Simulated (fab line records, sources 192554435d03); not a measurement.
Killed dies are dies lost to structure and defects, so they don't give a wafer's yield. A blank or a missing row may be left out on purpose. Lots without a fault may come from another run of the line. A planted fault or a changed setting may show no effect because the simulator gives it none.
Split-lot experiment | flow n5_finfet | 7 lots, 21 wafers read, on a route of 1938 steps

THE SPLIT
At N5_BEOL_M0_SAQP_PECVD_04 (deposits a-Si from SiH4/He, target thk 60 nm, time 60.2 s), the setting time_s was moved away from the recipe's 60.2 s on 6 of the 21 wafers read, by -13.8% to +10.5%. The other wafers ran this setting at the recipe's value.

FROM THE SPLIT TO THE READING: what the file shows between them, 6 steps
- N5_BEOL_M0_SAQP_THK_MEAS_05
- N5_BEOL_M0_SAQP_DEVELOP_13: develop time 30 s (also split here: develop_time_s)
- N5_BEOL_M0_SAQP_ETCH_84: etches SOC in N2/H2, target depth 100 nm, overetch 20 nm, time 150 s
- N5_BEOL_M0_SAQP_STRIP_80: strips in N2/H2
- N5_BEOL_M0_SAQP_HM_OPEN_112: chemistry CHF3/O2, target SiO2, stops on a-Si, target depth 12 nm, time 13.5 s
- N5_BEOL_M0_SAQP_STRIP_113: strips in CHF3/O2

THE READING
etch.depth_nm (the simulator's own value, which no gauge read), in nm, at N5_BEOL_M0_SAQP_MANDREL_ETCH_20 (etches a-Si in HBr/Cl2, stops on SiNx, target depth 60 nm, bt time 10 s, time 30 s). The file gives no usual value for it. The 15 wafers here that ran the recipe average 60.00 nm, standard deviation 1 nm.

wafer  | tool, chamber at the split | time_s as run, s | against the recipe | etch.depth_nm, nm | against lot-mates on the recipe
L077.1 | pecvd-03, 0,1              | 60.2             | recipe             | 59.3              | -
L077.2 | pecvd-03, 0,1              | 60.2             | recipe             | 59.41             | -
L077.3 | pecvd-03, 2                | 60.2             | recipe             | 59.79             | -
L081.1 | pecvd-04, 0                | 64.96            | +7.9%              | 64.31             | +3.87
L081.4 | pecvd-04, 0                | 64.96            | +7.9%              | 65.44             | +5.00
L081.5 | pecvd-04, 2                | 60.2             | recipe             | 60.44             | -
L084.4 | pecvd-03, 2,1              | 60.2             | recipe             | 60.12             | -
L084.5 | pecvd-03, 2                | 57.92            | -3.8%              | 56.51             | -3.60
L084.6 | pecvd-03, 2,1              | 60.2             | recipe             | 60.1              | -
L086.1 | pecvd-03, 1                | 51.89            | -13.8%             | 51.53             | -6.70
L086.3 | pecvd-03, 0                | 60.2             | recipe             | 58.23             | -
L086.5 | pecvd-03, 1                | 51.89            | -13.8%             | 52.32             | -5.91
L088.4 | pecvd-02, 1                | 60.2             | recipe             | 61.19             | -
L088.5 | pecvd-02, 1                | 60.2             | recipe             | 61.31             | -
L088.6 | pecvd-02, 2                | 60.2             | recipe             | 60.92             | -
L091.1 | pecvd-03, 2                | 60.2             | recipe             | 59.37             | -
L091.2 | pecvd-03, 0                | 60.2             | recipe             | 58                | -
L091.5 | pecvd-03, 1                | 60.2             | recipe             | 59.49             | -
L094.1 | pecvd-02, 1                | 60.2             | recipe             | 60.84             | -
L094.3 | pecvd-02, 0                | 60.2             | recipe             | 61.49             | -
L094.5 | pecvd-02, 0                | 66.55            | +10.5%             | 67.53             | +6.36
Where a row lists several chambers, the file gives one row for several wafers and doesn't say which wafer went through which chamber.

THE FIT
A straight line over all 21 wafers: etch.depth_nm changes by +0.622 nm for each +1% of time_s; r = +0.96; the points scatter about the line by 1 nm.
The same after taking each lot's own level away (the mean of its wafers on the recipe; 21 wafers): +0.515 nm for each +1%; r = +0.98; scatter 0.64 nm.
On that fit, the largest move of time_s shifts the reading by 7.1 nm.
The lots' own levels span 58.230 to 61.165 nm, that is 2.9 times the standard deviation above.
So the lot-to-lot level changes the slope: the two fits differ.
Check: with one of the wafers moved furthest among these (-13.8%) left out of the fit, the line predicts -7.2 nm for it against its lot-mates. It came out at -6.7 nm against them.

OTHER SPLITS ON THESE WAFERS
These wafers also went through other splits before the reading. Each is held against what the fit with the lots' levels taken away leaves over:
other split on the same wafers            | wafers away from the commonest value | r with etch.depth_nm (lot level and that fit taken away)
N5_GATE_CUT_COAT_27 spin_rpm              | 4                                    | +0.08
N5_GATE_CUT_DESCUM_18 time_s              | 9                                    | -0.25
N5_MOL_CONTACT_COAG_COAT_64 spin_rpm      | 6                                    | -0.20
N5_BEOL_M0_SAQP_DEVELOP_13 develop_time_s | 5                                    | -0.11

THE WHOLE CHAIN: every reading that the file lists as answering this split, in the file's order
step                            | what it does                                                                       | reading                                                                               | change (the file's fit)               | r (the file's)
N5_BEOL_M0_SAQP_PECVD_04        | deposits a-Si from SiH4/He, target thk 60 nm, time 60.2 s                          | a-Si_of_BEOL_M0_SAQP_PECVD_04.thk_nm (the simulator's own value, which no gauge read) | +0.534 nm for each +1% of the setting | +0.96
N5_BEOL_M0_SAQP_THK_MEAS_05     |                                                                                    | thk_nm                                                                                | withheld for each +1% of the setting  | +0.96
N5_BEOL_M0_SAQP_HM_OPEN_112     | chemistry CHF3/O2, target SiO2, stops on a-Si, target depth 12 nm, time 13.5 s     | a-Si_of_BEOL_M0_SAQP_PECVD_04.thk_nm (the simulator's own value, which no gauge read) | +0.537 nm for each +1% of the setting | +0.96
N5_BEOL_M0_SAQP_MANDREL_ETCH_20 | etches a-Si in HBr/Cl2, stops on SiNx, target depth 60 nm, bt time 10 s, time 30 s | etch.depth_nm (the simulator's own value, which no gauge read)                        | +0.536 nm for each +1% of the setting | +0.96

THE FILE'S OWN FIT
etch.depth_nm changes by +0.536 nm for each +1% of time_s, r = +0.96.
